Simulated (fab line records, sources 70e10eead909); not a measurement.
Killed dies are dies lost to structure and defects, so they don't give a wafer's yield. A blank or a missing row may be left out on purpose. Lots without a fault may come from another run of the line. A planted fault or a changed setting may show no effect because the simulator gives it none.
Which tool did it? | flow nand_harc | 13 lots, 39 wafers sampled, at 4 steps of a route of 1159

WHAT THE GAUGES READ, wafer by wafer
NHARC_P_ZERO_WELL_CD_MEAS_37: target cd 720 nm. Usual: cd_nm 719.9 nm, standard deviation 1.8.
lot  | measured    | on        | cd_nm (nm)        | flag
L409 | day 1 16:07 | cd_sem-01 | 718.8 721.2 721.7 |
L410 | day 1 22:07 | cd_sem-03 | 718.1 717.6 719.6 |
L411 | day 2 04:13 | cd_sem-01 | 720.0 723.7 722.3 |
L413 | day 2 15:59 | cd_sem-03 | 719.8 719.3 719.5 |
L414 | day 2 22:08 | cd_sem-03 | - - -             | OFF
L424 | day 5 10:08 | cd_sem-03 | 716.0 716.4 717.8 |
L425 | day 5 16:20 | cd_sem-01 | 718.3 719.1 721.5 |
L426 | day 5 22:38 | cd_sem-01 | 722.1 720.7 717.5 |
L428 | day 6 10:14 | cd_sem-02 | 721.4 721.8 719.2 |
L429 | day 6 16:07 | cd_sem-01 | 719.5 720.8 717.7 |
L430 | day 6 21:53 | cd_sem-02 | 720.4 720.1 722.5 |
L431 | day 7 04:07 | cd_sem-03 | 721.2 717.2 720.9 |
L432 | day 7 10:18 | cd_sem-01 | 719.7 721.5 720.8 |

NHARC_P_STI_CD_MEAS_09: target cd 200 nm. Usual: cd_nm 199.5 nm, standard deviation 2.1.
lot  | measured    | on        | cd_nm (nm)        | flag
L409 | day 2 10:55 | cd_sem-02 | 194.1 199.2 198.4 |
L410 | day 2 18:00 | cd_sem-03 | 200.1 202.3 199.5 |
L411 | day 3 01:14 | cd_sem-01 | 199.6 199.2 199.2 |
L413 | day 3 08:39 | cd_sem-01 | 201.7 200.1 202.6 |
L424 | day 6 05:20 | cd_sem-02 | 197.6 197.7 197.1 |
L425 | day 6 21:22 | cd_sem-03 | 199.4 197.4 196.5 |
L426 | day 6 21:24 | cd_sem-02 | 198.6 199.1 198.8 |
L428 | day 7 12:46 | cd_sem-03 | 200.1 202.0 198.5 |
L429 | day 7 12:56 | cd_sem-02 | 197.6 198.8 199.2 |
L430 | day 7 20:00 | cd_sem-03 | 199.3 199.8 198.5 |
L431 | day 7 20:10 | cd_sem-02 | 199.2 201.5 199.5 |
L432 | day 8 08:38 | cd_sem-01 | 200.1 203.4 203.5 |

NHARC_P_STI_OVL_MEAS_10. Usual: overlay_x_nm 1 nm, standard deviation 7; overlay_y_nm 2 nm, standard deviation 5.3.
lot  | measured    | on         | overlay_x_nm (nm) | overlay_y_nm (nm) | flag
L409 | day 2 11:01 | overlay-01 | -5 -5 -5          | 6 6 6             |
L410 | day 2 18:05 | overlay-01 | 4 5 5             | 1 1 1             |
L411 | day 3 01:20 | overlay-02 | 6 6 6             | 4 4 3             |
L413 | day 3 08:44 | overlay-01 | 1 0 0             | 10 10 10          |
L424 | day 6 05:25 | overlay-01 | -7 -8 -7          | 7 7 7             |
L425 | day 6 21:28 | overlay-02 | 2 3 3             | 4 5 5             |
L426 | day 6 21:30 | overlay-02 | 7 7 6             | 0 1 1             |
L428 | day 7 12:52 | overlay-02 | -18 -18 -18       | 8 7 8             |
L429 | day 7 13:02 | overlay-01 | 9 9 9             | 1 0 1             |
L430 | day 7 20:05 | overlay-01 | 0 0 0             | 5 4 5             |
L431 | day 7 20:14 | overlay-02 | -2 -1 -1          | 1 1 1             |
L432 | day 8 08:44 | overlay-01 | 14 13 13          | 6 5 6             |

WHICH TOOL RAN EACH LOT (tool, then ch and the chambers of the sampled wafers, then the start)
lot  | NHARC_P_ZERO_WELL_EXPOSE_34
L409 | krf_scanner-02 ch 0, day 1 15:58
L410 | krf_scanner-04 ch 0, day 1 21:58
L411 | krf_scanner-01 ch 0, day 2 04:04
L413 | krf_scanner-01 ch 0, day 2 15:50
L414 | krf_scanner-04 ch 0, day 2 21:58
L424 | krf_scanner-04 ch 0, day 5 09:59
L425 | krf_scanner-02 ch 0, day 5 16:10
L426 | krf_scanner-01 ch 0, day 5 22:29
L428 | krf_scanner-01 ch 0, day 6 10:05
L429 | krf_scanner-02 ch 0, day 6 15:58
L430 | krf_scanner-02 ch 0, day 6 21:44
L431 | krf_scanner-04 ch 0, day 7 03:57
L432 | krf_scanner-02 ch 0, day 7 10:08
- NHARC_P_ZERO_WELL_EXPOSE_34: exposes mask P PWELL, target cd 720 nm.

WHAT THE TOOLS THEMSELVES READ (means of the sampled wafers that have a number; where no wafer has one, the mark that the record gives instead)
The record holds no such reading with a usual standard deviation.

THE ANSWER, worked out from the rows above alone
Rule: a lot is off if the mean of its wafers that have a number lies more than 3 standard deviations from the usual mean. A lot without any number at a reading at which 4 lots or more have one is off too. The other lots that the step has rows for count as sound. The gauges are gone through in route order, then the tools' own readings, and for those a lot's mean is taken as printed above. The first step at which some lot is off is used, and at that step the reading that is off furthest; a lot without a number counts as furthest.
Off: L414, at NHARC_P_ZERO_WELL_CD_MEAS_37 (cd_nm). Without a number there: L414.
A tool fits if, at a process step before that reading, it ran every lot that is off, and no sound lot after the first of them. The gauges at NHARC_P_ZERO_WELL_CD_MEAS_37 are tried like those tools. None of those tried fits.

WHAT THE SIMULATOR HAD PUT IN
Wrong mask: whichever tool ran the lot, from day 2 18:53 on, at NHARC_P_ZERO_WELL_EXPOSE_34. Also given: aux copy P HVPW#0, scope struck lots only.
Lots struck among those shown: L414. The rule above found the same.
